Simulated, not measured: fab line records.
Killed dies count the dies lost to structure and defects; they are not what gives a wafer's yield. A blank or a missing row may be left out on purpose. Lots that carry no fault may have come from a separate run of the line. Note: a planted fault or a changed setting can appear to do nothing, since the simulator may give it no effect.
Problem report, 8D (eight disciplines) form, completed by code	flow nand-harc	the parts of the form that need people (team, actions taken, sign-off) are left out

== 1. THE PROBLEM ==
Mean of time-to-endpoint-s at NHARC_P_CONTACT_CMP_24: 67 s across 3 wafers in 2 lots; on wafers with no fault it is 39 s (standard deviation 3.7). Relative to the usual mean, that is a shift of +7.6 standard deviations.
The step: polishes, t overpolish 30 s, target thk 200 nm.
First seen on wafer L806.6, day 10 03:41, on cmp-03. The record holds 36 wafers of 12 lots with a number at this step. The rule behind "out" and "out of limits": a value lying over 4 standard deviations away from the usual mean. All remaining wafers that have a number are taken as sound.

== 2. WHAT IT IS; WHAT IT IS NOT ==
question	is	is not
which readings at this step	time-to-endpoint-s	-
which lots	L806, L807	L797, L798, L799, L802, L803, L804, L805, L816, L817, L819
which wafers of those lots	L806.6, L807.3, L807.5	L806.2, L806.5, L807.4
read on which tools	cmp-03, cmp-04	cmp-01
when	from day 10 03:41	up to then (23 sound wafers); but 10 sound wafers of L807, L816, L817, L819 came after

== 3. WHAT RULES OUT EACH SUSPECT ==
Counting: if a tool at a process step up to the reading ran every lot that is out, it stays a suspect. Sound lots after the first of them don't rule it out here, since some wafers of a struck lot are sound.
- pecvd-03 at NHARC_P_CONTACT_DEP_00 (deposits SiO2, target thk 500 nm): kept. It ran every lot that is out, first L806 (day 10 03:04). NHARC_P_CONTACT_DEP_00 gives no start for some lots, so the hours and the order of its lots are those of NHARC_P_CONTACT_CVD_23.
- rie-diel-11 at NHARC_P_CONTACT_ETCH_18 (etches the open film in C4F8/O2/Ar, target depth 481 nm, time 240.5 s): kept. It ran every lot that is out, first L806 (day 10 03:04); its last sound lot up to then is L804 (day 9 07:03). NHARC_P_CONTACT_ETCH_18 gives no start for some lots, so the hours and the order of its lots are those of NHARC_P_CONTACT_CVD_23.
- cvd-w-01 at NHARC_P_CONTACT_CVD_23 (deposits W, target thk 200 nm, time 557 s): kept. It ran every lot that is out, first L806 (day 10 03:04); its last sound lot up to then is L805 (day 9 12:19).
- The sound lot-mates ran in chamber 1 of cvd-w-01 at NHARC_P_CONTACT_CVD_23, but the wafers that are out ran in chamber 0.
pecvd-03 at NHARC_P_CONTACT_DEP_00, rie-diel-11 at NHARC_P_CONTACT_ETCH_18 and cvd-w-01 at NHARC_P_CONTACT_CVD_23 are what is left after counting.

== 4. THE CAUSE (what the simulator had put in) ==
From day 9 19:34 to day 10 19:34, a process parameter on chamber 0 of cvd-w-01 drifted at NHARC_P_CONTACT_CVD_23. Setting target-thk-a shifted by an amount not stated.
Counting left 3 suspects, and this tool is among them.

== 5. SEQUENCE OF EFFECTS, ordered by route ==
Each row: a reading where the mean over the struck wafers with a number is more than 3 standard deviations away from the usual. Readings are gone through only where the record gives a usual standard deviation; hours: the median, over the lots, of the time from a lot's start at the first step in this table giving one to that lot's start at this step; sigmas: the change measured in usual standard deviations.
hours	step	reading	usual	on struck wafers	change	sigmas
0	NHARC_P_CONTACT_CMP_24	time-to-endpoint-s	39 s	67	+28	+7.6
Here are the process steps it includes:
- NHARC_P_CONTACT_CMP_24: polishes, t overpolish 30 s, target thk 200 nm.
Later steps that measure or inspect, where all struck wafers having a row at the step show a number for every such reading and not one has moved that far: NHARC_END_SORT_01.

== 6. WHAT WOULD HAVE CAUGHT IT SOONER ==
In this record no reading fell out of limits until day 10 03:41, 8 hours after the fault had begun at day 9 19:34.
Of the tool readings at NHARC_P_CONTACT_CVD_23 for which the record gives a usual standard deviation, none was out on any struck wafer, so an alarm limit of 4 standard deviations on them would not have fired.
Among the 2 lots that are out, L807 began NHARC_P_CONTACT_CVD_23 on cvd-w-01 after day 10 03:41. A hold on the tool at that time would have spared it.
